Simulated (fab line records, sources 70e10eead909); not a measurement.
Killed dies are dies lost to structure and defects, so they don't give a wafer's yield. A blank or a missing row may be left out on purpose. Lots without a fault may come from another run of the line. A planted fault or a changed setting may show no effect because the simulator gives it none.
fab line records | flow nand_harc
record lots=6 wafers=18 last_day=24
route steps=1159 shown A_CHANNEL_HOLE_D1@454 END@1159
lots that met no fault: from a run of the same line without faults
start_h: hours from the record's first day to the start of the lot's first wafer shown | wait_h: hours since the lot's step before | " the same as in the row above | L1.1+2: a row that stands for several wafers | - no value, or no start given | * or withheld: withheld | < > ~ a bound
route shown NAME@n: a module of which the file shows steps, and the number in the route of the first | usual: mean/standard deviation of fault-free wafers | same: alike in all rows | chamber/n: place in a boat | sites: the reading at each site | _std_site: their standard deviation | _edge_site: outer sites' mean less inner sites' | radius_mm: how far each site lies from the wafer's centre | mask NAME#n: copy n | behind: the tool/chamber that last shaped the wafer | hold: why the lot was held/for how many hours/how that ended | device: the transistor (n, p or np) that didn't switch | end of line: the same wafers' tests at the end of the route | a step without rows: its recipe alone | killed: dies lost to structure and defects at the first sort, not the wafer's yield | map: a wafer's dies, x killed, . not, _ none there
set.NAME: the setting as run; set.NAME@STEP: as run at that earlier step | model.NAME: the simulator's own value behind a step, which no gauge read
lots at some steps of the route; a table a step, a row a wafer
services: from which hour (start_h, from the record's first day; less than 0 if before it) a tool's chamber was out of use, for how many hours, and why
## steps
# step NHARC_A_CHANNEL_HOLE_D1_COAT_36
# recipe temp_c=260 time_s=75
# step NHARC_A_CHANNEL_HOLE_D1_COAT_37
# recipe temp_c=225 time_s=65
# step NHARC_A_CHANNEL_HOLE_D1_COAT_04
# recipe spin_rpm=1500 resist_thk_nm=90
# step NHARC_A_CHANNEL_HOLE_D1_SOFTBAKE_05
# recipe temp_c=105 time_s=55
# step NHARC_A_CHANNEL_HOLE_D1_EBR_06
# step NHARC_A_CHANNEL_HOLE_D1_EXPOSE_07
# recipe na=1.35 target_cd_nm=100 sigma_outer=0.3 dose_mj=59.65 mask_id=HOLE_D1
# step NHARC_A_CHANNEL_HOLE_D1_PEB_08
# recipe peb_temp_c=100 peb_time_s=65
# step NHARC_A_CHANNEL_HOLE_D1_DEVELOP_09
# recipe develop_time_s=35 dev_temp_c=23
# step NHARC_A_CHANNEL_HOLE_D1_CD_MEAS_10
# recipe target_cd_nm=100 landing_energy_ev=500
# usual cd_nm=100.2/0.47
# columns lot.wafer tool chamber start_h wait_h cd_nm
L108.1 cd_sem-01 0 187.46 - 100.4
L108.2 " 0 " " 100.6
L108.5 " 0 " " 100.6
L110.1 cd_sem-03 0 203.05 - 100.1
L110.4 " 0 " " 99.7
L110.6 " 0 " " 99.9
L117.3 cd_sem-03 0 254.10 - 99.5
L117.5 " 0 " " 99.4
L117.6 " 0 " " 99.8
L119.1 cd_sem-01 0 259.04 - 100.6
L119.2 " 0 " " 100.6
L119.6 " 0 " " 100.1
L125.1 cd_sem-03 0 290.79 - 100.2
L125.2 " 0 " " 99.7
L125.3 " 0 " " 99.6
L124.1 cd_sem-01 0 291.07 - 100.3
L124.5 " 0 " " 100.6
L124.6 " 0 " " 100.6
# step NHARC_A_CHANNEL_HOLE_D1_OVL_MEAS_11
# usual overlay_x_nm=-0.1/0.82 overlay_y_nm=0.0/1
# columns lot.wafer tool chamber start_h wait_h overlay_x_nm overlay_y_nm
L108.1 overlay-01 - 187.56 - 0.2 0.2
L108.2 " - " " 0.0 0.0
L108.5 " - " " -1.3 0.1
L110.1 overlay-02 - 203.14 - -0.1 -0.3
L110.4 " - " " 0.7 -0.3
L110.6 " - " " 0.8 -0.8
L117.3 overlay-01 - 254.18 - 1.6 0.3
L117.5 " - " " 1.6 0.3
L117.6 " - " " 1.1 0.4
L119.1 overlay-01 - 259.13 - 0.2 0.6
L119.2 " - " " -0.2 0.4
L119.6 " - " " 0.1 1.4
L125.1 overlay-01 - 290.88 - 1.2 1.4
L125.2 " - " " 1.6 1.1
L125.3 " - " " 2.0 0.9
L124.1 overlay-01 - 291.16 - 0.0 0.3
L124.5 " - " " 0.0 -0.4
L124.6 " - " " 0.0 0.3
# step NHARC_A_CHANNEL_HOLE_D1_INSPECT_12
# usual raw_defect_count=5.3/2.7
# columns lot.wafer tool chamber start_h wait_h raw_defect_count
L108.1 defect_inspect-02 - 187.59 0.0 7
L108.2 " - " " 5
L108.5 " - " " 2
L110.1 defect_inspect-01 - 203.17 0.0 3
L110.4 " - " " 6
L110.6 " - " " 6
L117.3 defect_inspect-01 - 254.22 0.0 6
L117.5 " - " " 8
L117.6 " - " " 7
L119.1 defect_inspect-01 - 259.16 0.0 12
L119.2 " - " " 12
L119.6 " - " " 4
L125.1 defect_inspect-02 - 290.91 0.0 4
L125.2 " - " " 2
L125.3 " - " " 7
L124.1 defect_inspect-01 - 291.19 0.0 2
L124.5 " - " " 13
L124.6 " - " " 4
# step NHARC_A_CHANNEL_HOLE_D1_DESCUM_15
# recipe time_s=3 o2_flow_sccm=200 ar_flow_sccm=0 bias_power_w=0 chemistry=O2
# usual drypump_motor_current_A=5.91/0.29 oes_product_au=1.001/0.0076 rf_vpp_V=57.8/0.96 showerhead_plenum_p_Torr=1.93/0.08 throttle_valve_pct=11.311/0.0093
# columns lot.wafer tool chamber start_h wait_h drypump_motor_current_A oes_product_au rf_hours_counter_h rf_vpp_V showerhead_plenum_p_Torr throttle_valve_pct
L108.2 rie_diel-11 1 187.66 0.1 6.26 0.999 11 57.1 1.84 11.310
L108.1 " 2 " " 5.88 0.998 10 57.4 2.02 11.316
L108.5 " 2 " " 5.91 1.004 - 57.5 2.02 11.304
L110.4 rie_diel-10 0 203.23 0.1 5.81 1.005 2 57.8 2.01 11.299
L110.1 " 2 " " 5.99 1.007 2 57.9 1.83 11.306
L110.6 " 0 " " 5.79 1.006 - 58.5 2.01 11.325
L117.3 rie_diel-11 0 254.28 0.1 6.08 0.999 5 56.8 1.89 11.314
L117.6 " 1 " " 6.25 0.988 - 57.3 1.83 11.302
L117.5 " 3 " " 6.06 0.992 - 59.5 1.98 11.300
L119.1 rie_diel-11 0 259.23 0.1 6.07 0.993 6 57.1 1.89 11.313
L119.2 " 1 " " 6.26 0.998 6 58.4 1.83 11.314
L119.6 " 0 " " 6.08 0.999 - 58.0 1.89 11.297
L125.3 rie_diel-10 1 290.97 0.1 5.19 1.007 9 57.9 1.94 11.308
L125.2 " 2 " " 5.99 1.011 9 57.0 1.83 11.301
L125.1 " 0 " " 5.81 0.995 10 59.0 2.00 11.308
L124.1 rie_diel-03 1 291.27 0.1 6.17 1.010 4 58.0 1.95 11.292
L124.6 " 3 " " 6.07 1.002 - 58.4 2.06 11.305
L124.5 " 0 " " 5.68 1.005 - 57.8 1.90 11.318
# step NHARC_A_CHANNEL_HOLE_D1_ETCH_38
# recipe target_depth_a=390 over_etch_frac=0.3 time_s=65 ion_energy_ev=80 cf4_flow_sccm=150 ar_flow_sccm=0 rf_w=300 bias_w=100 chemistry=CF4
# usual drypump_motor_current_A=5.92/0.28 oes_product_au=1.001/0.009 rf_vpp_V=151.3/1.1 showerhead_plenum_p_Torr=1.78/0.071 throttle_valve_pct=13.283/0.0088
# columns lot.wafer tool chamber start_h wait_h drypump_motor_current_A oes_product_au rf_hours_counter_h rf_vpp_V showerhead_plenum_p_Torr throttle_valve_pct
L108.1 rie_diel-11 3 187.76 0.1 6.07 1.004 11 151.8 1.83 13.287
L108.2 " 2 " " 5.88 0.999 10 152.3 1.86 13.288
L108.5 " 2 " " 5.91 1.006 - 151.6 1.86 13.274
L110.4 rie_diel-10 0 203.33 0.1 5.78 1.009 2 153.6 1.85 13.282
L110.1 " 2 " " 5.97 1.003 2 150.2 1.70 13.283
L110.6 " 3 " " 5.94 0.999 - 150.3 1.66 13.293
L117.3 rie_diel-11 3 254.40 0.1 6.11 0.980 2 150.7 1.83 13.275
L117.5 " 0 " " 6.04 0.765 - 150.0 1.75 13.289
L117.6 " 3 " " 6.08 0.978 - 153.2 1.83 13.293
L119.2 rie_diel-11 0 259.34 0.1 6.05 0.775 6 149.8 1.75 13.280
L119.1 " 1 " " 6.21 0.987 6 150.2 1.70 13.268
L119.6 " 3 " " 6.08 0.987 - 152.6 1.83 13.284
L125.2 rie_diel-10 0 291.06 0.1 5.80 1.001 10 152.3 1.85 13.293
L125.3 " 1 " " 5.17 1.006 9 150.7 1.79 13.299
L125.1 " 2 " " 6.01 1.008 9 149.2 1.70 13.265
L124.1 rie_diel-03 3 291.35 0.1 6.03 0.999 4 153.2 1.89 13.272
L124.6 " 2 " " 6.04 1.016 - 151.4 1.81 13.279
L124.5 " 3 " " 6.05 1.004 - 152.3 1.89 13.295
# step NHARC_A_CHANNEL_HOLE_D1_ETCH_39
# recipe target_depth_a=2600 over_etch_frac=0.3 time_s=325 ion_energy_ev=200 n2_flow_sccm=150 h2_flow_sccm=150 ar_flow_sccm=0 rf_w=400 bias_w=150 chemistry=N2/H2
# usual drypump_motor_current_A=5.92/0.28 oes_product_au=1.001/0.0089 rf_vpp_V=430.9/2.4 showerhead_plenum_p_Torr=2.05/0.088 throttle_valve_pct=14.171/0.0084
# columns lot.wafer tool chamber start_h wait_h drypump_motor_current_A oes_product_au rf_hours_counter_h rf_vpp_V showerhead_plenum_p_Torr throttle_valve_pct
L108.2 rie_diel-11 1 - - 6.25 1.003 11 429.8 1.96 14.172
L108.1 " 2 " " 5.94 1.009 10 433.8 2.16 14.173
L108.5 " 2 " " 5.92 1.007 - 433.3 2.16 14.175
L110.1 rie_diel-10 3 - - 5.96 1.000 2 427.7 1.90 14.178
L110.4 " 2 " " 5.98 0.998 2 427.6 1.95 14.180
L110.6 " 3 " " 5.95 0.990 - 426.6 1.90 14.174
L117.3 rie_diel-11 0 - - 6.08 0.997 5 429.0 2.02 14.156
L117.5 " 3 " " 6.04 0.989 - 432.6 2.11 14.184
L117.6 " 1 " " 6.24 0.999 - 427.8 1.95 14.158
L119.1 rie_diel-11 3 - - 6.08 1.005 3 431.8 2.11 14.171
L119.2 " 0 " " 6.09 1.002 6 429.6 2.02 14.165
L119.6 " 3 " " 6.05 0.996 - 432.1 2.11 14.165
L125.2 rie_diel-10 0 - - 5.80 1.004 10 433.8 2.14 14.170
L125.1 " 1 " " 5.20 1.005 10 431.5 2.07 14.159
L125.3 " 3 " " 5.95 1.016 9 426.7 1.90 14.167
L124.1 rie_diel-03 1 - - 6.16 1.001 4 432.0 2.09 14.170
L124.5 " 0 " " 5.68 0.985 - 429.4 2.03 14.171
L124.6 " 1 " " 6.19 1.012 - 431.4 2.08 14.190
# step NHARC_END_SORT_01
# recipe temp_c=25
# usual killed_at_array=27/11 killed_at_other=0.7/0.93 killed_at_periphery=2.9/1.9 killed_dies=30/11 killed_open=3.1/1.7 killed_short=1.9/1.3
# same gross_dies=677
# columns lot.wafer tool chamber start_h wait_h killed_at_array killed_at_other killed_at_periphery killed_dies killed_open killed_short
L108.1 prober-01 0 436.50 2.5 18 1 7 26 4 4
L108.2 prober-01 0 437.31 2.8 14 0 1 15 2 0
L108.5 prober-01 0 439.73 3.7 14 0 8 22 5 4
L117.3 prober-02 0 508.08 3.1 33 0 1 34 2 0
L117.5 prober-02 0 509.66 3.7 672 1 4 677 1 2
L117.6 prober-02 0 510.44 3.9 35 0 2 37 4 3
L119.1 prober-01 0 534.43 2.4 27 1 5 33 3 2
L119.2 prober-01 0 535.22 2.7 672 3 2 677 5 2
L119.6 prober-01 0 538.38 4.0 22 0 4 26 1 3
L124.1 prober-02 0 557.40 2.5 45 1 5 51 5 2
L124.5 prober-02 0 560.63 3.7 51 0 2 53 4 1
L124.6 prober-02 0 561.44 4.0 45 1 4 50 2 2
L125.1 prober-02 0 567.58 2.5 15 0 4 19 4 1
L125.2 prober-02 0 568.37 2.8 25 0 3 28 8 2
L125.3 prober-02 0 569.17 3.1 19 0 3 22 3 5
# killed by level:class
L108.1 A_WL_FILL:chamber_film_flake=4 P_ZERO_WELL:chamber_film_flake=3 A_STAIRCASE:chamber_film_flake=3 A_CONTACT:chamber_film_flake=3 A_CHANNEL_HOLE_D1:chamber_film_flake=2 P_GATE:geometric_particle:open=1 P_M0:geometric_particle:open=1 A_CHANNEL_HOLE_D1:geometric_particle:short=1
L108.2 A_STAIRCASE:chamber_film_flake=6 A_CHANNEL_HOLE_D1:chamber_film_flake=2 A_SOURCE_PLATE:geometric_particle:open=1 A_CONTACT:geometric_particle:open=1 P_STI:chamber_film_flake=1 A_CHANNEL_FILL_D1:chamber_film_flake=1 A_SLIT:chamber_film_flake=1 A_WL_FILL:chamber_film_flake=1
L108.5 P_ZERO_WELL:chamber_film_flake=5 A_STAIRCASE:chamber_film_flake=3 A_CONTACT:geometric_particle:open=2 A_CHANNEL_HOLE_D1:chamber_film_flake=2 A_CONTACT:chamber_film_flake=2 P_GATE:geometric_particle:short=1 P_M0:geometric_particle:open=1 P_M0:geometric_particle:short=1
L117.3 A_CHANNEL_HOLE_D1:chamber_film_flake=19 A_SGD_CUT:chamber_film_flake=8 A_CONTACT:chamber_film_flake=2 P_M0:geometric_particle:open=1 A_M0:geometric_particle:open=1 A_ZERO_WELL:chamber_film_flake=1 A_STAIRCASE:chamber_film_flake=1 A_BONDPAD:chamber_film_flake=1
L117.5 A_CHANNEL_HOLE_D1:area_etch=647 A_CHANNEL_HOLE_D1:chamber_film_flake=15 P_GATE:chamber_film_flake=3 A_CONTACT:chamber_film_flake=3 A_SGD_CUT:chamber_film_flake=2 A_ONON_D1:geometric_particle:open=1 A_ONON_D1:geometric_particle:short=1 A_WL_FILL:geometric_particle:short=1
L117.6 A_CHANNEL_HOLE_D1:chamber_film_flake=21 A_SGD_CUT:chamber_film_flake=4 A_CHANNEL_FILL_D1:geometric_particle:short=2 A_CONTACT:geometric_particle:open=2 A_ZERO_WELL:chamber_film_flake=2 A_CONTACT:chamber_film_flake=2 P_M0:geometric_particle:open=1 A_CHANNEL_FILL_D1:geometric_particle:open=1
L119.1 A_CHANNEL_HOLE_D1:chamber_film_flake=18 A_CONTACT:chamber_film_flake=6 P_STI:chamber_film_flake=2 P_M0:geometric_particle:open=1 P_M0:geometric_particle:short=1 P_M2:geometric_particle:open=1 A_CHANNEL_FILL_D1:geometric_particle:open=1 A_CONTACT:geometric_particle:short=1
L119.2 A_CHANNEL_HOLE_D1:area_etch=638 A_CHANNEL_HOLE_D1:chamber_film_flake=21 A_CONTACT:chamber_film_flake=3 THIN_TSV:chamber_film_flake=3 A_CHANNEL_FILL_D1:geometric_particle:open=2 A_CHANNEL_FILL_D1:chamber_film_flake=2 P_STI:geometric_particle:short=1 P_CONTACT:geometric_particle:open=1
L119.6 A_CHANNEL_HOLE_D1:chamber_film_flake=16 A_CONTACT:chamber_film_flake=5 P_M0:geometric_particle:short=2 P_GATE:geometric_particle:short=1 P_M1:geometric_particle:open=1 A_ZERO_WELL:chamber_film_flake=1
L124.1 A_CHANNEL_HOLE_D1:chamber_film_flake=16 A_SLIT:chamber_film_flake=12 A_CONTACT:chamber_film_flake=6 A_CHANNEL_FILL_D1:chamber_film_flake=4 P_BONDPAD:chamber_film_flake=2 A_WL_FILL:chamber_film_flake=2 P_CONTACT:geometric_particle:open=1 P_M0:geometric_particle:short=1
L124.5 A_SLIT:chamber_film_flake=20 A_CHANNEL_HOLE_D1:chamber_film_flake=17 A_CONTACT:chamber_film_flake=7 A_ONON_D1:geometric_particle:open=2 A_CHANNEL_FILL_D1:chamber_film_flake=2 A_M1:chamber_film_flake=2 P_M0:geometric_particle:open=1 P_M2:geometric_particle:open=1
L124.6 A_CHANNEL_HOLE_D1:chamber_film_flake=13 A_SLIT:chamber_film_flake=11 A_CHANNEL_FILL_D1:chamber_film_flake=9 A_CONTACT:chamber_film_flake=7 A_M1:chamber_film_flake=2 P_M1:geometric_particle:open=1 A_ONON_D1:geometric_particle:short=1 A_M0:geometric_particle:short=1
L125.1 A_CHANNEL_HOLE_D1:chamber_film_flake=5 A_CONTACT:chamber_film_flake=4 A_M0:chamber_film_flake=2 P_GATE:geometric_particle:open=1 P_CONTACT:geometric_particle:open=1 P_M0:geometric_particle:short=1 A_CHANNEL_FILL_D1:geometric_particle:open=1 A_WL_FILL:geometric_particle:open=1
L125.2 A_CHANNEL_HOLE_D1:chamber_film_flake=9 A_CONTACT:chamber_film_flake=4 A_CHANNEL_FILL_D1:geometric_particle:open=2 A_CONTACT:geometric_particle:open=2 P_CONTACT:geometric_particle:open=1 A_SGD_CUT:geometric_particle:open=1 A_WL_FILL:geometric_particle:short=1 A_BLC:geometric_particle:open=1
L125.3 A_CHANNEL_HOLE_D1:chamber_film_flake=3 A_SGD_CUT:chamber_film_flake=3 A_M0:geometric_particle:short=2 P_BONDPAD:chamber_film_flake=2 A_CONTACT:chamber_film_flake=2 A_M0:chamber_film_flake=2 A_ONON_D1:geometric_particle:short=1 A_ONON_D1:geometric_particle:open=1
# map L117.5 (x killed, . not)
____________x____________
_________xxxxxxx_________
_______xxxxxxxxxxx_______
______xxxxxxxxxxxxx______
_____xxxxxxxxxxxxxxx_____
____xxxxxxxxxxxxxxxxx____
____xxxxxxxxxxxxxxxxx____
___xxxxxxxxxxxxxxxxxxx___
___xxxxxxxxxxxxxxxxxxx___
__xxxxxxxxxxxxxxxxxxxxx__
__xxxxxxxxxxxxxxxxxxxxx__
_xxxxxxxxxxxxxxxxxxxxxxx_
_xxxxxxxxxxxxxxxxxxxxxxx_
_xxxxxxxxxxxxxxxxxxxxxxx_
_xxxxxxxxxxxxxxxxxxxxxxx_
_xxxxxxxxxxxxxxxxxxxxxxx_
xxxxxxxxxxxxxxxxxxxxxxxxx
xxxxxxxxxxxxxxxxxxxxxxxxx
xxxxxxxxxxxxxxxxxxxxxxxxx
xxxxxxxxxxxxxxxxxxxxxxxxx
xxxxxxxxxxxxxxxxxxxxxxxxx
_xxxxxxxxxxxxxxxxxxxxxxx_
_xxxxxxxxxxxxxxxxxxxxxxx_
_xxxxxxxxxxxxxxxxxxxxxxx_
_xxxxxxxxxxxxxxxxxxxxxxx_
_xxxxxxxxxxxxxxxxxxxxxxx_
__xxxxxxxxxxxxxxxxxxxxx__
__xxxxxxxxxxxxxxxxxxxxx__
___xxxxxxxxxxxxxxxxxxx___
___xxxxxxxxxxxxxxxxxxx___
____xxxxxxxxxxxxxxxxx____
____xxxxxxxxxxxxxxxxx____
_____xxxxxxxxxxxxxxx_____
______xxxxxxxxxxxxx______
_______xxxxxxxxxxx_______
_________xxxxxxx_________
____________x____________
# map L119.2 (x killed, . not)
____________x____________
_________xxxxxxx_________
_______xxxxxxxxxxx_______
______xxxxxxxxxxxxx______
_____xxxxxxxxxxxxxxx_____
____xxxxxxxxxxxxxxxxx____
____xxxxxxxxxxxxxxxxx____
___xxxxxxxxxxxxxxxxxxx___
___xxxxxxxxxxxxxxxxxxx___
__xxxxxxxxxxxxxxxxxxxxx__
__xxxxxxxxxxxxxxxxxxxxx__
_xxxxxxxxxxxxxxxxxxxxxxx_
_xxxxxxxxxxxxxxxxxxxxxxx_
_xxxxxxxxxxxxxxxxxxxxxxx_
_xxxxxxxxxxxxxxxxxxxxxxx_
_xxxxxxxxxxxxxxxxxxxxxxx_
xxxxxxxxxxxxxxxxxxxxxxxxx
xxxxxxxxxxxxxxxxxxxxxxxxx
xxxxxxxxxxxxxxxxxxxxxxxxx
xxxxxxxxxxxxxxxxxxxxxxxxx
xxxxxxxxxxxxxxxxxxxxxxxxx
_xxxxxxxxxxxxxxxxxxxxxxx_
_xxxxxxxxxxxxxxxxxxxxxxx_
_xxxxxxxxxxxxxxxxxxxxxxx_
_xxxxxxxxxxxxxxxxxxxxxxx_
_xxxxxxxxxxxxxxxxxxxxxxx_
__xxxxxxxxxxxxxxxxxxxxx__
__xxxxxxxxxxxxxxxxxxxxx__
___xxxxxxxxxxxxxxxxxxx___
___xxxxxxxxxxxxxxxxxxx___
____xxxxxxxxxxxxxxxxx____
____xxxxxxxxxxxxxxxxx____
_____xxxxxxxxxxxxxxx_____
______xxxxxxxxxxxxx______
_______xxxxxxxxxxx_______
_________xxxxxxx_________
____________x____________
## services
# columns tool chamber start_h hours kind
rie_diel-11 0 168.61 - clean
rie_diel-11 1 168.61 - clean
rie_diel-11 2 168.61 - clean
rie_diel-11 3 168.61 - clean
rie_diel-10 - 176.56 9.0 pm
rie_diel-11 2 177.64 3.7 repair
rie_diel-11 0 180.25 10.0 repair
rie_diel-11 - 180.76 0.7 repair
rie_diel-11 - 189.59 9.0 pm
rie_diel-11 1 189.59 9.0 vent_cycle
rie_diel-11 2 189.59 9.0 vent_cycle
rie_diel-11 3 189.59 9.0 vent_cycle
rie_diel-10 2 194.80 4.7 repair
rie_diel-11 0 198.59 - clean
rie_diel-11 1 198.59 - clean
rie_diel-11 2 198.59 - clean
rie_diel-11 3 198.59 - clean
rie_diel-11 3 199.41 2.0 repair
rie_diel-03 - 215.30 9.0 pm
rie_diel-11 - 226.43 1.0 repair
rie_diel-11 3 228.86 19.9 repair
rie_diel-03 0 230.80 11.2 repair
rie_diel-11 2 244.38 20.7 repair
rie_diel-11 2 269.12 8.3 repair
## key
first_sign step=NHARC_A_CHANNEL_HOLE_D1_ETCH_38 reading=oes_product_au direction=down sigmas=26 usual=1.001 struck=0.770
effect step=NHARC_END_SORT_01 reading=killed_at_array direction=up sigmas=59 usual=27 struck=672
more_kills_born_at NHARC_A_CHANNEL_HOLE_D1_ETCH_38@rie_diel-11=1285
met_at NHARC_A_CHANNEL_HOLE_D1_ETCH_38
struck_wafers L117.5,L119.2
later_rows_left_out L117.5,L119.2
tester_left_out L117,L119
fault kind=process_parameter_drift tool=rie_diel-11 chamber=0 onset_h=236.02 steps=NHARC_A_CHANNEL_HOLE_D1_ETCH_38 channel=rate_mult offset=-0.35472 shape=step end_h=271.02
# tester_left_out: of these lots the tester's yield and bins aren't shown, on N5 and GAA mostly nor the transistor test; their killed dies are dies lost to structure and defects alone, not to doping, threshold or leakage, so they don't give the yield
# later_rows_left_out: the simulator's readings of these wafers behind a module that went badly wrong aren't trusted and aren't shown, but for the sort
